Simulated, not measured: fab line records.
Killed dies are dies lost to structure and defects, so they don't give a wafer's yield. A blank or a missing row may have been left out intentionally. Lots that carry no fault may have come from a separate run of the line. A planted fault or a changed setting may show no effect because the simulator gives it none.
Matching of chambers | flow n5 finfet | 4 sister chambers for N5_BEOL_M9_ETCH_65 on rie diel-02
The step etches SiARC in CF4, target depth 15.6 nm, time 26 s. 8 wafers are shown with their chamber, then 7 later ones without.

WAFERS WITH THEIR CHAMBER
wafer  | chamber | showerhead plenum p Torr (Torr) | drypump motor current A (A)
L079.2 | 2       | 2.03                            | 5.6
L079.3 | 3       | 2.25                            | 5.5
L084.2 | 2       | 2.02                            | 5.6
L084.4 | 0       | 2.10                            | 5.3
L088.4 | 3       | 2.24                            | 5.5
L088.5 | 1       | 2.11                            | 6.3
L090.3 | 0       | 2.10                            | 5.2
L090.4 | 1       | 2.11                            | 6.2

WAFERS WHOSE CHAMBER IS MISSING
wafer  | showerhead plenum p Torr (Torr) | drypump motor current A (A)
L090.6 | 2.24                            | 5.5
L091.1 | 2.11                            | 6.3
L091.5 | 2.24                            | 5.5
L091.6 | 2.09                            | 5.3
L096.1 | 2.11                            | 6.2
L096.4 | 2.23                            | 5.5
L096.5 | 2.11                            | 6.2

EACH ONE'S CHAMBER
wafer  | from the rows above | in truth
L090.6 | 3                   | 3
L091.1 | 1                   | 1
L091.5 | 3                   | 3
L091.6 | 0                   | 0
L096.1 | 1                   | 1
L096.4 | 3                   | 3
L096.5 | 1                   | 1
Placed correctly: 7 of 7. Left unplaced by these rows: 0. Placed wrongly: 0.
How it was worked out, from the rows above alone: a wafer's distance from a chamber is the root of the sum, over the readings, of the square of ((its reading less the chamber's mean) divided by the reading's scatter). The wafer belongs to the nearest chamber; if the next one is less than 2 further off, it can't be placed. A chamber's mean is the mean of its shown wafers. The scatter: take each reading less its chamber's mean, square it, sum over the shown wafers, divide by the number of wafers less the number of chambers, and take the root.
